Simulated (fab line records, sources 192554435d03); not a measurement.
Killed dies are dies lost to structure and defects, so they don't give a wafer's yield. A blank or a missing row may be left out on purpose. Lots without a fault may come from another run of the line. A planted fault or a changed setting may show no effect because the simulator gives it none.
Problem report in the 8D (eight disciplines) form, filled by code | flow n5_finfet | the parts of the form that need people (team, actions taken, sign-off) are left out

1. THE PROBLEM
spin_speed_rpm at N5_BEOL_M14_COAT_04 reads a mean of 1461.7 rpm on 6 wafers of 2 lots; wafers without a fault read 1704.0 rpm with a standard deviation of 1.3. That is -99 or more standard deviations from the usual mean.
The step: resist thk 800 nm.
First seen on wafer L733.1, day 16 02:44, on litho_track-04. The record holds 18 wafers of 6 lots with a number at this step. Rule for "out", or "out of limits": more than 4 standard deviations from the usual mean. The other wafers with a number count as sound.

2. WHAT IT IS AND WHAT IT IS NOT
question                    | is                     | is not
which readings at this step | spin_speed_rpm         | -
which lots                  | L733, L736             | L715, L723, L727, L734
which wafers of those lots  | all that have a number | -
read on which tools         | litho_track-04         | litho_track-03
when                        | from day 16 02:44      | up to then (9 sound wafers); but 3 sound wafers of L734 came after

3. SUSPECTS, AND WHAT RULES EACH OUT
Counting: a tool at a process step up to the reading stays a suspect if it ran every lot that is out and no sound lot after the first of them.
- rtp_anneal-02 at N5_BEOL_M13_ANNEAL_48 (time 90 s): ruled out as a lasting fault. Sound lots L734 ran on it after its first lot that is out, L733 (day 16 01:44).
- litho_track-04 at N5_BEOL_M14_COAT_04 (resist thk 800 nm): kept. It ran every lot that is out, first L733 (day 16 02:44), and no sound lot after that; its last sound lot up to then is L727 (day 14 22:02). Its own readings are out on those wafers: spin_speed_rpm.
Left after counting: litho_track-04 at N5_BEOL_M14_COAT_04.

4. THE CAUSE (what the simulator had put in)
Process parameter drift: litho_track-04, from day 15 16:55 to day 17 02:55, at N5_BEOL_M14_COAT_04. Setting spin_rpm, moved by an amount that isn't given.
Counting left only this tool.

5. THE CHAIN OF EFFECTS, in route order
Each row: a reading whose mean over the struck wafers that have a number lies more than 3 standard deviations from the usual. Only readings for which the record gives a usual standard deviation are gone through. hours: the time from each lot's start at the first step in this table that gives one to its start at this step, as a median over the lots. sigmas: the change in usual standard deviations.
hours | step                | reading        | usual      | on struck wafers | change | sigmas
0     | N5_BEOL_M14_COAT_04 | spin_speed_rpm | 1704.0 rpm | 1461.7           | -242.3 | -99 or more
The process steps in it:
- N5_BEOL_M14_COAT_04: resist thk 800 nm.
Later measuring or inspecting steps at which every struck wafer that the step has a row for has a number for every such reading, and none has moved that far: N5_BEOL_M14_CD_MEAS_10, N5_BEOL_M14_OVL_MEAS_11, N5_BEOL_M14_INSPECT_12.

6. WHAT WOULD HAVE CAUGHT IT SOONER
In this record the first reading out of limits was taken at day 16 02:44, 10 hours after the fault began at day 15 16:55.
